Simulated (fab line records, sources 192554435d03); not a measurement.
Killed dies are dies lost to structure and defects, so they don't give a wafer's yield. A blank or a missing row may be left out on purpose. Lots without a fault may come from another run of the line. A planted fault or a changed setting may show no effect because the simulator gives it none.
Chamber matching | flow n5_finfet | N5_SD_EPI_N_LINER_46 on ald_sin-04: 4 sister chambers
The step material SiNx, target thk 3 nm. 8 wafers are shown with their chamber, then 11 later ones without.

WAFERS WITH THEIR CHAMBER
wafer  | chamber | heater_power_w (W)
L084.1 | 2       | 898
L084.6 | 0       | 935
L086.3 | 2       | 879
L086.5 | 3       | 854
L087.1 | 3       | 843
L087.3 | 1       | 776
L087.6 | 1       | 766
L088.1 | 0       | 935

WAFERS WITHOUT THEIR CHAMBER
wafer  | heater_power_w (W)
L088.2 | 768
L088.3 | 859
L088.4 | 894
L088.5 | 867
L088.6 | 876
L093.2 | 836
L093.3 | 773
L093.5 | 938
L095.1 | 852
L095.4 | 942
L095.5 | 928

WHICH CHAMBER EACH WENT THROUGH
wafer  | from the rows above     | in truth
L088.2 | 1                       | 1
L088.3 | 3                       | 3
L088.4 | 2                       | 2
L088.5 | can't be placed: 3 or 2 | 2
L088.6 | can't be placed: 2 or 3 | 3
L093.2 | 3                       | 3
L093.3 | 1                       | 1
L093.5 | 0                       | 0
L095.1 | 3                       | 3
L095.4 | 0                       | 0
L095.5 | 0                       | 0
Placed correctly: 9 of 11. Can't be placed from these rows: 2 (the true chamber is among the candidates in 2). Placed wrongly: 0.
How it was worked out, from the rows above alone: a wafer's distance from a chamber is the root of the sum, over the readings, of the square of ((its reading less the chamber's mean) divided by the reading's scatter). The wafer belongs to the nearest chamber; if the next one is less than 2 further off, it can't be placed. A chamber's mean is the mean of its shown wafers. The scatter: the root of (the sum of the squares of (reading less its chamber's mean) over the shown wafers, divided by (wafers less chambers)).
